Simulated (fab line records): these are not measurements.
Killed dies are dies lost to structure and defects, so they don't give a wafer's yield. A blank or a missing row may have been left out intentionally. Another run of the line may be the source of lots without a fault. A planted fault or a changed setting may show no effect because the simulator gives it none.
Problem report in the 8D (eight disciplines) form, filled by code    flow n5 finfet    the parts of the form that need people (team, actions taken, sign-off) are left out

## 1. THE PROBLEM
REXT_N at N5_BEOL_M4_RC_MEAS_101 reads a mean of 83.2 ohm.um on 2 wafers of 2 lots; wafers without a fault read 75.5 ohm.um with a standard deviation of 1.6. That is +4.8 standard deviations from the usual mean.
First observed at day 9 08:15: wafer L400.1, on prober-01. Wafers with a number at this step in the record: 26, from 10 lots. Rule for "out" (also "out of limits"): further than 4 standard deviations from the usual mean. The other wafers with a number count as sound.

## 2. WHAT IT IS, WHAT IT ISN'T
question                     is                    is not
which readings at this step  REXT_N                DIBL_N, DIBL_P, IOFF_N, IOFF_P, SS_N, SS_P, VT_N
which lots                   L400, L401            L396, L397, L403, L408, L410, L411, L416, L417
which wafers of those lots   L400.1, L401.1        L400.6, L401.6
read on which gauges         prober-01, prober-02  -
when                         from day 9 08:15      up to then (7 sound wafers); but 17 sound wafers of L401, L403, L408, L410, L411, L416, L417 came after

## 3. SUSPECTS, AND WHAT RULES EACH OUT
Counting: any tool at a process step up to the reading remains a suspect provided it ran every lot that is out. Sound lots after the first of them don't rule it out here, since some wafers of a struck lot are sound.
- ruled out: the gauge at N5_BEOL_M4_RC_MEAS_101. The wafers that are out were read on 2 gauges (prober-01, prober-02).
- ald sin-03 at N5_SPACER0_ALD_00 (deposits SiOCN, target thk 3.5 nm, pulse time 3 s, purge time 2 s): kept. Every lot that is out went through it, the first being L400 (day 4 11:24); the last sound lot it ran before that was L397 (day 3 20:05).
The count leaves ald sin-03 at N5_SPACER0_ALD_00.

## 4. THE CAUSE (what the simulator had put in)
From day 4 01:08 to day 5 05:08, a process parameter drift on ald sin-03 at N5_SPACER0_ALD_00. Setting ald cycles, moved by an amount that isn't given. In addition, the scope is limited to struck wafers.
After counting, this tool was the only one left.

## 5. THE CHAIN OF EFFECTS, in route order
Each row: a reading where the mean over the struck wafers with a number is more than 3 standard deviations away from the usual. Only readings whose record carries a usual standard deviation are examined. hours: median over the lots of the time between each lot's start at the first step of this table that gives one and its start at this step. sigmas: the change, counted in usual standard deviations.
hours  step                    reading  usual         on struck wafers  change  sigmas
0      N5_BEOL_M4_RC_MEAS_101  REXT_N   75.5 ohm.um   83.2              +7.7    +4.8
0      N5_BEOL_M4_RC_MEAS_101  REXT_P   100.0 ohm.um  110.5             +10.5   +4.4

## 6. WHAT WOULD HAVE CAUGHT IT SOONER
In this record the first reading out of limits at a measuring or inspecting step was taken at day 9 08:15, 127 hours after the fault began at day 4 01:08.
No tool reading at N5_SPACER0_ALD_00 that has a usual standard deviation in the record was out on any struck wafer, so an alarm limit of 4 standard deviations on those readings would not have fired.
By day 9 08:15 the whole set of lots that are out, 2 in number, had already begun N5_SPACER0_ALD_00 on ald sin-03. Had the tool been put on hold then, not one of them would have been saved.
